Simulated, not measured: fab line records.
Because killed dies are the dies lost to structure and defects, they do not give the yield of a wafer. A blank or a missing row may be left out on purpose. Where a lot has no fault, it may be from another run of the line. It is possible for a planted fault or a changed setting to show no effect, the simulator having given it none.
fab line records	flow n5Finfet
record lots=24	wafers=72	lastDay=18
route steps=1938 shown BEOL_M10@1483
lots with no fault: from the same line, run without faults
startH: hours from the record's first day to the start of the lot's first wafer shown	waitH: hours elapsed since this lot's preceding step	" same as the row above	L1.1+2: several wafers, shown together as one row	- no value, or no start given	* or withheld: withheld	< > ~ a bound
route shown NAME@n: a module of which the file shows steps, and the number in the route of the first	usual: the fault-free wafers' mean and standard deviation	same: alike in all rows	chamber/n: place in a boat	sites: per-site readings	_std_site: the values' standard deviation	_edge_site: inner sites' mean taken away from outer sites' mean	radiusMm: for every site, how far away it sits from the centre of the wafer	mask NAME#n: copy n	behind: tool/chamber where the wafer was last shaped	hold: why the lot went on hold/how many hours it stayed there/how the hold came to an end	device: names the non-switching transistor (n, p or np)	end of line: the route-end tests of the same wafers	a step with no rows: only its recipe	killed: the dies lost at the first sort to structure and to defects; this is not the yield of the wafer	map: the dies of a wafer, with x for killed, . for not killed, _ for no die there
set.NAME: the setting as run; set.NAME@STEP: as run at that earlier step	model.NAME: the simulator's own value behind a step, which no gauge read
steps of the route over a sample of lots; a table a step, a row a wafer
services: a tool's chamber out of use, with start hour (startH, from the record's first day; less than 0 if before it), hours out, and reason
## steps
# step N5_BEOL_M10_CD_MEAS_11
# recipe targetCdNm=64.1	landingEnergyEv=500	detector=seInlens	polarity=opening
# usual cdNm=64.0/0.52
lot.wafer	tool	chamber	startH	waitH	cdNm
L074.2	cdSem-01	0	211.59	-	64.0
L074.3	"	0	"	"	63.7
L074.6	"	0	"	"	64.2
L076.1	cdSem-02	0	211.78	-	63.9
L076.4	"	0	"	"	63.1
L076.6	"	0	"	"	63.0
L075.2	cdSem-01	0	220.43	-	64.0
L075.5	"	0	"	"	64.1
L075.6	"	0	"	"	64.0
L077.2	cdSem-03	0	223.94	-	64.1
L077.5	"	0	"	"	63.5
L077.6	"	0	"	"	63.6
L078.1	cdSem-01	0	224.10	-	63.3
L078.3	"	0	"	"	63.7
L078.5	"	0	"	"	63.6
L079.1	cdSem-02	0	242.47	-	65.2
L079.2	"	0	"	"	64.4
L079.4	"	0	"	"	64.3
L080.1	cdSem-01	0	252.40	-	64.5
L080.3	"	0	"	"	63.2
L080.4	"	0	"	"	64.4
L081.1	cdSem-02	0	261.46	-	62.7
L081.3	"	0	"	"	64.2
L081.5	"	0	"	"	64.2
L082.2	cdSem-01	0	261.50	-	64.0
L082.4	"	0	"	"	64.4
L082.6	"	0	"	"	64.4
L084.3	cdSem-02	0	279.57	-	64.2
L084.4	"	0	"	"	63.3
L084.5	"	0	"	"	64.2
L083.1	cdSem-03	0	279.81	-	64.3
L083.5	"	0	"	"	65.2
L083.6	"	0	"	"	64.0
L086.1	cdSem-01	0	289.22	-	64.5
L086.2	"	0	"	"	64.1
L086.5	"	0	"	"	64.8
L085.1	cdSem-01	0	290.90	-	64.3
L085.4	"	0	"	"	63.6
L085.5	"	0	"	"	64.0
L087.3	cdSem-02	0	295.26	-	63.2
L087.4	"	0	"	"	63.9
L087.6	"	0	"	"	64.3
L088.2	cdSem-03	0	296.38	-	65.0
L088.3	"	0	"	"	63.8
L088.5	"	0	"	"	63.7
L089.1	cdSem-02	0	303.69	-	63.2
L089.2	"	0	"	"	64.6
L089.4	"	0	"	"	63.5
L091.1	cdSem-02	0	319.47	-	63.4
L091.3	"	0	"	"	63.9
L091.4	"	0	"	"	64.8
L090.3	cdSem-02	0	320.61	-	63.6
L090.4	"	0	"	"	63.9
L090.6	"	0	"	"	64.4
L092.2	cdSem-02	0	327.28	-	64.4
L092.4	"	0	"	"	64.7
L092.6	"	0	"	"	64.1
L093.2	cdSem-02	0	341.31	-	63.8
L093.5	"	0	"	"	63.4
L093.6	"	0	"	"	64.4
L096.2	cdSem-01	0	345.15	-	64.0
L096.3	"	0	"	"	65.0
L096.4	"	0	"	"	64.8
L095.1	cdSem-03	0	353.27	-	63.8
L095.3	"	0	"	"	63.8
L095.4	"	0	"	"	64.2
L094.1	cdSem-01	0	353.35	-	62.8
L094.4	"	0	"	"	62.7
L094.6	"	0	"	"	63.2
L097.1	cdSem-02	0	372.20	-	64.1
L097.2	"	0	"	"	64.1
L097.6	"	0	"	"	64.5
# step N5_BEOL_M10_ETCH_65
# recipe chemistry=CF4	target=SiARC	targetDepthA=390	maskMaterial=CAR-ArF	timeS=65	ionEnergyEv=80	pressureMtorr=40	sourceW=545	biasW=36	Ar_flow_sccm=100	cf4FlowSccm=100	ends=cleared
# usual drypumpMotorCurrentA=5.8/0.47	etchRfOnTimeS=64.0/1.7	oesProductAu=0.73/0.059	rfVppV=184.3/1.1	showerheadPlenumPTorr=2.15/0.052	throttleValvePct=15.53/0.23
lot.wafer	tool	chamber	startH	waitH	drypumpMotorCurrentA	etchRfOnTimeS	oesProductAu	rfHoursCounterH	rfVppV	showerheadPlenumPTorr	throttleValvePct
L076.1	rieDiel-06	3	213.75	0.0	5.7	61.8	0.65	192	183.5	2.13	16.05
L076.4	"	2	"	"	5.6	64.7	0.85	2	184.9	2.20	15.40
L076.6	"	2	"	"	5.6	64.4	0.85	-	182.7	2.20	15.38
L074.2	rieDiel-03	1	213.91	0.0	6.0	63.8	0.73	57	183.5	2.09	15.56
L074.3	"	0	"	"	5.8	65.6	0.76	29	184.7	2.18	15.65
L074.6	"	2	"	"	5.3	66.1	0.73	-	183.0	2.17	15.54
L075.2	rieDiel-06	3	222.39	0.0	5.7	62.8	0.64	194	183.8	2.13	16.05
L075.5	"	2	"	"	5.6	64.7	0.84	-	185.1	2.19	15.41
L075.6	"	3	"	"	5.7	63.1	0.64	-	184.0	2.13	16.03
L077.2	rieDiel-01	1	225.11	0.0	6.4	64.2	0.72	88	185.0	2.16	15.25
L077.5	"	0	"	"	6.7	63.4	0.78	-	184.4	2.19	15.39
L077.6	"	3	"	"	5.4	64.7	0.59	-	183.7	2.11	15.81
L078.1	rieDiel-06	1	225.64	0.0	6.0	63.3	0.74	54	186.4	2.26	15.36
L078.3	"	0	"	"	5.2	66.9	0.66	154	186.4	2.23	15.69
L078.5	"	2	"	"	5.6	64.5	0.83	-	186.1	2.19	15.39
L079.1	rieDiel-06	0	245.29	0.0	5.1	67.7	0.65	161	185.1	2.22	15.69
L079.2	"	2	"	"	5.6	65.4	0.80	15	185.5	2.19	15.43
L079.4	"	1	"	"	6.1	63.7	0.74	60	185.0	2.26	15.35
L080.1	rieDiel-01	0	255.83	0.0	6.7	63.6	0.77	26	184.1	2.18	15.42
L080.3	"	1	"	"	6.4	65.2	0.70	98	183.7	2.15	15.30
L080.4	"	1	"	"	6.4	64.8	0.71	-	185.0	2.15	15.28
L081.1	rieDiel-03	0	264.19	0.0	5.9	66.1	0.73	45	184.6	2.18	15.68
L081.3	"	3	"	"	5.8	61.6	0.79	34	184.6	2.09	15.24
L081.5	"	3	"	"	5.7	61.5	0.77	-	183.5	2.10	15.25
L082.2	rieDiel-06	0	264.23	0.0	5.1	66.6	0.65	167	184.1	2.22	15.70
L082.4	"	3	"	"	5.6	62.9	0.62	210	184.8	2.12	16.08
L082.6	"	3	"	"	5.7	62.7	0.63	-	185.1	2.12	16.08
L084.3	rieDiel-01	2	280.86	0.0	5.3	62.1	0.79	21	181.7	2.10	15.45
L084.4	"	0	"	"	6.7	63.7	0.75	36	182.9	2.18	15.44
L084.5	"	1	"	"	6.4	64.3	0.70	-	185.2	2.15	15.32
L083.1	rieDiel-03	0	281.23	0.0	5.9	65.6	0.74	51	183.4	2.18	15.69
L083.5	"	2	"	"	5.3	65.9	0.72	-	183.4	2.16	15.59
L083.6	"	1	"	"	6.0	65.4	0.70	-	184.0	2.09	15.60
L086.1	rieDiel-06	0	291.47	0.0	5.1	66.4	0.64	177	183.4	2.22	15.72
L086.2	"	2	"	"	5.5	64.9	0.78	30	184.5	2.19	15.47
L086.5	"	2	"	"	5.6	64.9	0.78	-	185.6	2.19	15.46
L085.1	rieDiel-06	3	292.92	0.0	5.7	62.8	0.62	220	184.9	2.12	16.08
L085.4	"	2	"	"	5.6	65.1	0.77	31	183.6	2.19	15.48
L085.5	"	3	"	"	5.7	62.8	0.63	-	184.2	2.12	16.11
L087.3	rieDiel-03	1	297.95	0.0	6.0	65.0	0.69	84	182.1	2.08	15.59
L087.4	"	2	"	"	5.3	66.6	0.70	71	184.6	2.16	15.62
L087.6	"	2	"	"	5.3	66.2	0.70	-	184.7	2.16	15.60
L088.2	rieDiel-06	2	298.86	0.0	5.6	64.9	0.77	35	184.5	2.18	15.48
L088.3	"	1	"	"	6.0	64.1	0.70	80	185.2	2.25	15.41
L088.5	"	2	"	"	5.6	64.5	0.77	-	184.8	2.18	15.47
L089.1	rieDiel-01	2	306.16	0.0	5.3	61.7	0.79	24	182.6	2.10	15.46
L089.2	"	1	"	"	6.4	64.4	0.70	111	184.8	2.15	15.31
L089.4	"	3	"	"	5.5	62.9	0.82	10	183.2	2.10	15.33
L091.1	rieDiel-01	2	324.51	0.0	5.3	62.8	0.78	30	183.7	2.10	15.46
L091.3	"	1	"	"	6.4	64.7	0.70	118	184.6	2.14	15.32
L091.4	"	0	"	"	6.7	64.3	0.73	46	184.4	2.18	15.47
L090.3	rieDiel-03	3	324.89	0.0	5.8	60.5	0.76	58	183.3	2.09	15.30
L090.4	"	0	"	"	5.9	64.6	0.73	66	183.1	2.17	15.73
L090.6	"	0	"	"	5.9	65.2	0.72	-	183.3	2.17	15.74
L092.2	rieDiel-03	1	328.36	0.0	6.0	64.3	0.69	95	184.1	2.08	15.64
L092.4	"	2	"	"	5.4	66.2	0.69	83	185.1	2.15	15.64
L092.6	"	2	"	"	5.3	66.4	0.69	-	184.0	2.15	15.63
L093.2	rieDiel-01	3	343.48	0.0	5.5	62.9	0.79	23	184.4	2.10	15.39
L093.5	"	3	"	"	5.5	62.9	0.79	-	183.9	2.10	15.39
L093.6	"	2	"	"	5.3	61.6	0.77	-	183.6	2.10	15.50
L096.2	rieDiel-01	1	347.92	0.0	6.4	63.6	0.69	125	183.7	2.14	15.35
L096.3	"	3	"	"	5.5	62.6	0.79	24	184.0	2.10	15.40
L096.4	"	2	"	"	5.3	61.4	0.76	38	182.8	2.10	15.48
L095.1	rieDiel-06	2	354.59	0.0	5.5	65.1	0.75	53	184.6	2.18	15.51
L095.3	"	1	"	"	6.0	63.4	0.70	97	187.1	2.25	15.44
L095.4	"	0	"	"	5.1	67.4	0.63	197	184.9	2.21	15.77
L094.1	rieDiel-01	2	354.63	0.0	5.3	61.0	0.77	40	181.8	2.10	15.49
L094.4	"	0	"	"	6.8	62.8	0.73	57	184.1	2.17	15.49
L094.6	"	3	"	"	5.4	61.6	0.79	-	183.0	2.10	15.39
L097.1	rieDiel-01	1	373.32	0.0	6.4	63.7	0.69	133	184.9	2.14	15.38
L097.2	"	3	"	"	5.4	63.2	0.78	32	184.4	2.10	15.42
L097.6	"	2	"	"	5.3	61.7	0.76	-	183.8	2.09	15.50
# step N5_BEOL_M10_DEGAS_44
# recipe ambient=vacuum	tempC=250	timeS=60
# usual heaterPowerW=334/27
lot.wafer	tool	chamber	startH	waitH	heaterPowerW
L076.1	pvdSputter-02	-	215.04	0.5	331
L076.4	"	-	"	"	316
L076.6	"	-	"	"	331
L074.2	pvdSputter-01	-	215.40	0.5	355
L074.3	"	-	"	"	302
L074.6	"	-	"	"	299
L075.2	pvdSputter-03	-	223.65	0.3	320
L075.5	"	-	"	"	327
L075.6	"	-	"	"	346
L077.2	pvdSputter-03	-	226.33	0.5	319
L077.5	"	-	"	"	320
L077.6	"	-	"	"	321
L078.1	pvdSputter-01	-	226.88	0.5	381
L078.3	"	-	"	"	315
L078.5	"	-	"	"	392
L079.1	pvdSputter-03	-	246.43	0.3	349
L079.2	"	-	"	"	324
L079.4	"	-	"	"	318
L080.1	pvdSputter-02	-	257.41	0.6	339
L080.3	"	-	"	"	317
L080.4	"	-	"	"	372
L081.1	pvdSputter-03	-	265.68	0.5	323
L081.3	"	-	"	"	319
L081.5	"	-	"	"	308
L082.2	pvdSputter-02	-	265.75	0.3	335
L082.4	"	-	"	"	319
L082.6	"	-	"	"	381
L084.3	pvdSputter-01	-	283.91	2.1	308
L084.4	"	-	"	"	351
L084.5	"	-	"	"	293
L083.1	pvdSputter-01	-	283.99	2.1	311
L083.5	"	-	"	"	310
L083.6	"	-	"	"	352
L086.1	pvdSputter-03	-	292.64	0.5	322
L086.2	"	-	"	"	325
L086.5	"	-	"	"	319
L085.1	pvdSputter-01	-	294.26	0.6	355
L085.4	"	-	"	"	313
L085.5	"	-	"	"	353
L087.3	pvdSputter-01	-	299.85	0.8	361
L087.4	"	-	"	"	388
L087.6	"	-	"	"	355
L088.2	pvdSputter-01	-	299.93	0.3	312
L088.3	"	-	"	"	398
L088.5	"	-	"	"	393
L089.1	pvdSputter-02	-	307.61	0.7	330
L089.2	"	-	"	"	380
L089.4	"	-	"	"	330
L091.1	pvdSputter-03	-	325.67	0.3	312
L091.3	"	-	"	"	360
L091.4	"	-	"	"	313
L090.3	pvdSputter-03	-	326.11	0.4	348
L090.4	"	-	"	"	313
L090.6	"	-	"	"	324
L092.2	pvdSputter-02	-	331.20	2.0	335
L092.4	"	-	"	"	332
L092.6	"	-	"	"	331
L093.2	pvdSputter-03	-	344.90	0.3	314
L093.5	"	-	"	"	310
L093.6	"	-	"	"	330
L096.2	pvdSputter-03	-	349.18	0.3	361
L096.3	"	-	"	"	316
L096.4	"	-	"	"	329
L095.1	pvdSputter-02	-	356.89	1.6	337
L095.3	"	-	"	"	307
L095.4	"	-	"	"	373
L094.1	pvdSputter-01	-	357.07	1.5	393
L094.4	"	-	"	"	290
L094.6	"	-	"	"	355
L097.1	pvdSputter-03	-	375.76	1.4	311
L097.2	"	-	"	"	329
L097.6	"	-	"	"	311
# step N5_BEOL_M10_PRE_CLEAN_45
# recipe gas=H2/He	timeS=30	tempC=250
# usual heaterPowerW=334/27
lot.wafer	tool	chamber	startH	waitH	heaterPowerW
L076.1	pvdSputter-02	-	215.08	0.0	328
L076.4	"	-	"	"	319
L076.6	"	-	"	"	324
L074.2	pvdSputter-01	-	215.44	0.0	351
L074.3	"	-	"	"	291
L074.6	"	-	"	"	293
L075.2	pvdSputter-03	-	223.69	0.0	329
L075.5	"	-	"	"	329
L075.6	"	-	"	"	354
L077.2	pvdSputter-03	-	226.37	0.0	318
L077.5	"	-	"	"	310
L077.6	"	-	"	"	318
L078.1	pvdSputter-01	-	226.92	0.0	389
L078.3	"	-	"	"	309
L078.5	"	-	"	"	398
L079.1	pvdSputter-03	-	246.47	0.0	357
L079.2	"	-	"	"	324
L079.4	"	-	"	"	322
L080.1	pvdSputter-02	-	257.45	0.0	332
L080.3	"	-	"	"	308
L080.4	"	-	"	"	393
L081.1	pvdSputter-03	-	265.72	0.0	310
L081.3	"	-	"	"	332
L081.5	"	-	"	"	311
L082.2	pvdSputter-02	-	265.80	0.0	330
L082.4	"	-	"	"	321
L082.6	"	-	"	"	366
L084.3	pvdSputter-01	-	283.95	0.0	308
L084.4	"	-	"	"	356
L084.5	"	-	"	"	299
L083.1	pvdSputter-01	-	284.03	0.0	305
L083.5	"	-	"	"	310
L083.6	"	-	"	"	349
L086.1	pvdSputter-03	-	292.68	0.0	318
L086.2	"	-	"	"	326
L086.5	"	-	"	"	330
L085.1	pvdSputter-01	-	294.30	0.0	346
L085.4	"	-	"	"	303
L085.5	"	-	"	"	355
L087.3	pvdSputter-01	-	299.89	0.0	353
L087.4	"	-	"	"	383
L087.6	"	-	"	"	357
L088.2	pvdSputter-01	-	299.97	0.0	307
L088.3	"	-	"	"	398
L088.5	"	-	"	"	381
L089.1	pvdSputter-02	-	307.65	0.0	331
L089.2	"	-	"	"	366
L089.4	"	-	"	"	329
L091.1	pvdSputter-03	-	325.71	0.0	312
L091.3	"	-	"	"	348
L091.4	"	-	"	"	304
L090.3	pvdSputter-03	-	326.15	0.0	353
L090.4	"	-	"	"	324
L090.6	"	-	"	"	322
L092.2	pvdSputter-02	-	331.24	0.0	342
L092.4	"	-	"	"	335
L092.6	"	-	"	"	319
L093.2	pvdSputter-03	-	344.94	0.0	310
L093.5	"	-	"	"	308
L093.6	"	-	"	"	315
L096.2	pvdSputter-03	-	349.22	0.0	359
L096.3	"	-	"	"	322
L096.4	"	-	"	"	327
L095.1	pvdSputter-02	-	356.93	0.0	341
L095.3	"	-	"	"	313
L095.4	"	-	"	"	369
L094.1	pvdSputter-01	-	357.11	0.0	395
L094.4	"	-	"	"	297
L094.6	"	-	"	"	357
L097.1	pvdSputter-03	-	375.80	0.0	324
L097.2	"	-	"	"	325
L097.6	"	-	"	"	311
# step N5_BEOL_M10_CMP_52
# recipe stopOn=SiCOH_lowk	tOverpolishS=7	downForcePsi=1	platenRpm=50	clearingPlatenDownForcePsi=1.5	clearingPlatenRpm=50	postCmpClean=cuAlkaline	targetThkNm=140	clearingPlatenPadVelocityMS=0.99484	padVelocityMS=0.99484
# usual barrierFieldEndpointS=28.8/0.68	motorCurrentA=6.0/0.42	overpolishRunS=7.000/0.0097	slurryFilterDpKPa=13.50/0.12	timeToEndpointS=65.0/2.8
lot.wafer	tool	chamber	startH	waitH	barrierFieldEndpointS	motorCurrentA	overpolishRunS	slurryFilterDpKPa	timeToEndpointS
L076.4	cmp-01	1	217.01	0.1	29.8	6.8	7.007	13.67	68.2
L076.1	"	3	"	"	29.8	5.9	6.993	13.38	69.8
L076.6	"	1	"	"	29.1	6.8	6.984	13.45	67.4
L074.3	cmp-04	0	218.20	0.2	28.5	6.1	6.995	13.40	65.6
L074.2	"	1	"	"	27.9	5.6	7.009	13.56	68.0
L074.6	"	0	"	"	28.5	6.1	6.977	13.55	66.9
L075.2	cmp-02	3	225.80	0.3	28.1	5.4	6.980	13.63	64.5
L075.5	"	1	"	"	27.9	6.1	6.999	13.59	62.6
L075.6	"	2	"	"	28.0	5.9	7.001	13.56	60.2
L077.2	cmp-04	2	227.62	0.2	29.5	6.2	6.998	13.46	63.1
L077.6	"	2	"	"	29.6	6.0	6.998	13.36	66.3
L077.5	"	3	"	"	29.6	5.8	7.003	13.47	66.5
L078.3	cmp-01	1	229.39	0.2	29.3	7.3	6.998	13.72	70.4
L078.1	"	3	"	"	30.4	6.0	7.001	13.49	67.2
L078.5	"	0	"	"	30.3	6.1	7.002	13.52	69.8
L079.1	cmp-01	2	247.69	0.3	28.4	5.5	7.003	13.32	62.6
L079.4	"	3	"	"	28.7	6.0	7.011	13.52	65.0
L079.2	"	0	"	"	28.7	6.6	7.013	13.48	68.6
L080.1	cmp-04	1	258.64	0.3	28.7	5.7	7.014	13.72	68.6
L080.3	"	2	"	"	28.4	6.0	6.995	13.67	67.4
L080.4	"	0	"	"	28.7	6.0	7.009	13.34	66.4
L081.3	cmp-02	2	266.88	0.2	28.6	5.9	7.014	13.33	65.1
L081.1	"	3	"	"	29.6	5.1	6.998	13.48	67.2
L081.5	"	3	"	"	29.4	5.2	6.965	13.63	67.2
L082.4	cmp-02	1	267.60	0.1	27.9	6.2	7.007	13.58	62.2
L082.2	"	2	"	"	28.1	6.0	6.999	13.54	62.8
L082.6	"	1	"	"	28.3	6.0	6.999	13.73	60.3
L084.3	cmp-01	2	285.21	0.2	29.0	5.4	7.006	13.39	64.3
L084.4	"	0	"	"	29.8	6.1	6.990	13.20	66.8
L084.5	"	2	"	"	29.1	5.5	6.996	13.52	64.6
L083.1	cmp-04	1	285.79	0.3	27.7	5.7	7.006	13.63	66.0
L083.5	"	1	"	"	28.6	5.6	6.991	13.50	61.5
L083.6	"	2	"	"	27.9	5.9	6.990	13.53	63.4
L086.2	cmp-02	0	293.79	0.2	28.3	5.3	7.005	13.64	63.0
L086.1	"	2	"	"	28.1	5.9	7.004	13.43	63.8
L086.5	"	0	"	"	29.1	5.1	6.991	13.38	64.4
L085.4	cmp-04	3	295.56	0.2	28.0	5.9	7.012	13.59	61.0
L085.1	"	0	"	"	28.2	6.1	7.001	13.31	64.2
L085.5	"	1	"	"	28.7	5.8	7.002	13.43	63.8
L088.2	cmp-04	1	301.44	0.2	29.9	5.6	7.020	13.59	63.3
L088.3	"	2	"	"	29.4	5.9	7.000	13.58	65.3
L088.5	"	1	"	"	29.1	6.1	7.012	13.47	64.3
L087.3	cmp-04	3	301.71	0.2	29.3	6.1	7.001	13.52	69.3
L087.4	"	1	"	"	29.1	5.9	7.016	13.59	65.7
L087.6	"	0	"	"	29.2	6.2	7.011	13.37	65.6
L089.1	cmp-04	0	309.56	0.3	29.1	6.2	6.995	13.48	67.5
L089.4	"	1	"	"	29.9	5.8	7.016	13.62	66.1
L089.2	"	2	"	"	28.9	5.9	6.989	13.58	62.8
L091.4	cmp-01	2	327.14	0.1	28.8	5.5	6.992	13.61	64.8
L091.3	"	3	"	"	28.0	5.8	6.991	13.71	63.4
L091.1	"	1	"	"	28.9	7.0	7.008	13.52	66.6
L090.4	cmp-04	2	327.68	0.1	28.6	6.2	6.987	13.36	62.0
L090.3	"	1	"	"	27.9	5.7	6.987	13.43	62.6
L090.6	"	2	"	"	27.9	6.2	7.007	13.57	63.2
L092.2	cmp-01	1	332.44	0.2	27.9	7.1	7.001	13.38	60.8
L092.4	"	3	"	"	28.7	5.8	6.989	13.49	64.1
L092.6	"	2	"	"	28.2	5.3	6.998	13.53	62.1
L093.2	cmp-01	3	349.04	0.2	28.6	5.5	6.999	13.72	65.1
L093.5	"	3	"	"	29.2	6.1	7.005	13.67	66.1
L093.6	"	0	"	"	29.5	6.3	6.996	13.27	62.9
L096.2	cmp-01	2	351.15	0.2	27.7	5.6	7.007	13.33	63.8
L096.3	"	3	"	"	28.8	6.0	7.014	13.26	66.3
L096.4	"	1	"	"	28.4	7.0	7.002	13.41	65.6
L095.4	cmp-04	0	358.05	0.1	29.6	6.1	6.995	13.47	68.4
L095.3	"	1	"	"	28.7	5.9	6.992	13.56	65.8
L095.1	"	2	"	"	29.1	5.8	7.017	13.70	67.3
L094.1	cmp-04	2	358.37	0.3	27.6	6.1	7.004	13.52	59.7
L094.4	"	1	"	"	28.4	6.0	6.995	13.54	63.6
L094.6	"	3	"	"	28.6	6.2	6.997	13.50	63.4
L097.2	cmp-04	1	377.94	0.3	28.1	5.9	7.005	13.47	64.7
L097.1	"	2	"	"	28.3	5.8	6.998	13.44	67.4
L097.6	"	0	"	"	29.1	6.2	7.008	13.55	62.6
# step N5_BEOL_M10_DEP_56
# recipe material=SiCN	targetThkA=150	tempC=withheld	precursor=3MS/NH3	pressureTorr=3	rfW=202	timeS=26.5
# usual showerheadPlenumPTorr=3.660/0.017	throttleValvePct=8.9/0.39
lot.wafer	tool	chamber	startH	waitH	showerheadPlenumPTorr	throttleValvePct
L076.1	pecvd-01	0	217.37	0.0	3.632	9.0
L076.4	"	2	"	"	3.666	8.3
L076.6	"	1	"	"	3.662	9.2
L074.2	pecvd-03	2	218.52	0.0	3.658	9.0
L074.3	"	0	"	"	3.646	9.0
L074.6	"	0	"	"	3.649	8.6
L075.2	pecvd-02	0	226.09	0.0	3.684	9.0
L075.5	"	0	"	"	3.677	8.6
L075.6	"	1	"	"	3.674	9.5
L077.2	pecvd-03	0	227.98	0.0	3.657	9.0
L077.5	"	2	"	"	3.656	9.3
L077.6	"	1	"	"	3.659	9.1
L078.1	pecvd-01	0	229.71	0.0	3.639	9.2
L078.3	"	1	"	"	3.648	9.2
L078.5	"	0	"	"	3.632	9.2
L079.1	pecvd-01	0	248.01	0.0	3.643	9.0
L079.2	"	1	"	"	3.655	9.1
L079.4	"	0	"	"	3.648	9.0
L080.1	pecvd-02	2	259.00	0.0	3.690	8.7
L080.3	"	0	"	"	3.666	8.7
L080.4	"	2	"	"	3.693	8.4
L081.1	pecvd-03	0	267.24	0.0	3.643	9.0
L081.3	"	2	"	"	3.668	8.9
L081.5	"	0	"	"	3.634	8.8
L082.2	pecvd-01	1	267.96	0.0	3.656	9.2
L082.4	"	0	"	"	3.637	9.2
L082.6	"	2	"	"	3.664	8.1
L084.3	pecvd-01	1	285.56	0.0	3.654	8.9
L084.4	"	0	"	"	3.639	9.3
L084.5	"	1	"	"	3.655	8.8
L083.1	pecvd-01	2	286.15	0.0	3.672	8.1
L083.5	"	0	"	"	3.631	9.3
L083.6	"	1	"	"	3.650	9.2
L086.1	pecvd-01	0	294.15	0.0	3.623	9.1
L086.2	"	1	"	"	3.651	9.4
L086.5	"	2	"	"	3.655	8.2
L085.1	pecvd-02	2	295.84	0.0	3.696	8.9
L085.4	"	1	"	"	3.663	9.2
L085.5	"	0	"	"	3.671	8.9
L088.2	pecvd-01	0	301.80	0.0	3.633	9.3
L088.3	"	2	"	"	3.663	8.4
L088.5	"	1	"	"	3.661	9.1
L087.3	pecvd-01	1	302.07	0.0	3.648	9.0
L087.4	"	1	"	"	3.649	9.0
L087.6	"	2	"	"	3.660	8.3
L089.1	pecvd-02	0	309.91	0.0	3.671	9.0
L089.2	"	2	"	"	3.700	8.5
L089.4	"	1	"	"	3.679	9.4
L091.1	pecvd-01	0	327.52	0.0	3.632	9.1
L091.3	"	1	"	"	3.661	9.1
L091.4	"	1	"	"	3.655	9.1
L090.3	pecvd-03	1	328.03	0.0	3.649	8.7
L090.4	"	0	"	"	3.650	8.8
L090.6	"	2	"	"	3.659	9.0
L092.2	pecvd-01	2	332.80	0.0	3.648	8.2
L092.4	"	1	"	"	3.656	9.1
L092.6	"	0	"	"	3.640	8.9
L093.2	pecvd-02	1	349.39	0.0	3.682	9.3
L093.5	"	0	"	"	3.680	8.9
L093.6	"	2	"	"	3.694	8.5
L096.2	pecvd-02	2	351.52	0.0	3.692	8.7
L096.3	"	1	"	"	3.687	9.4
L096.4	"	2	"	"	3.704	8.6
L095.1	pecvd-01	1	358.42	0.0	3.653	9.0
L095.3	"	0	"	"	3.630	9.2
L095.4	"	1	"	"	3.653	9.2
L094.1	pecvd-01	0	358.74	0.0	3.631	9.3
L094.4	"	0	"	"	3.643	9.2
L094.6	"	0	"	"	3.635	9.2
L097.1	pecvd-02	0	378.22	0.0	3.674	9.0
L097.2	"	2	"	"	3.686	8.6
L097.6	"	2	"	"	3.695	8.6
## services
tool	chamber	startH	hours	kind
pecvd-02	-	206.05	3.1	repair
pecvd-02	-	217.20	2.8	pm
rieDiel-03	-	221.21	0.3	repair
cmp-01	-	221.34	4.7	pm
cmp-04	-	223.57	4.0	pm
pecvd-03	-	230.62	5.5	pm
pecvd-02	1	235.00	3.7	repair
cmp-02	-	240.06	4.0	pm
cmp-04	-	247.54	5.0	repair
rieDiel-03	1	267.61	8.5	repair
rieDiel-01	-	282.13	15.6	pm
rieDiel-03	0	288.61	3.7	repair
pecvd-01	1	298.30	2.1	scheduledDown
cmp-01	-	303.82	4.0	pm
pvdSputter-01	-	310.44	9.1	repair
cmp-04	-	318.51	3.0	repair
rieDiel-06	-	319.09	2.8	pm
cmp-01	-	320.38	5.9	pm
pvdSputter-03	-	336.33	4.2	repair
pecvd-01	2	347.36	12.4	repair
rieDiel-06	3	347.85	6.3	repair
cmp-02	-	350.29	3.3	repair
pecvd-01	1	367.15	5.0	scheduledDown
rieDiel-03	1	374.86	2.7	repair
## key
fault none
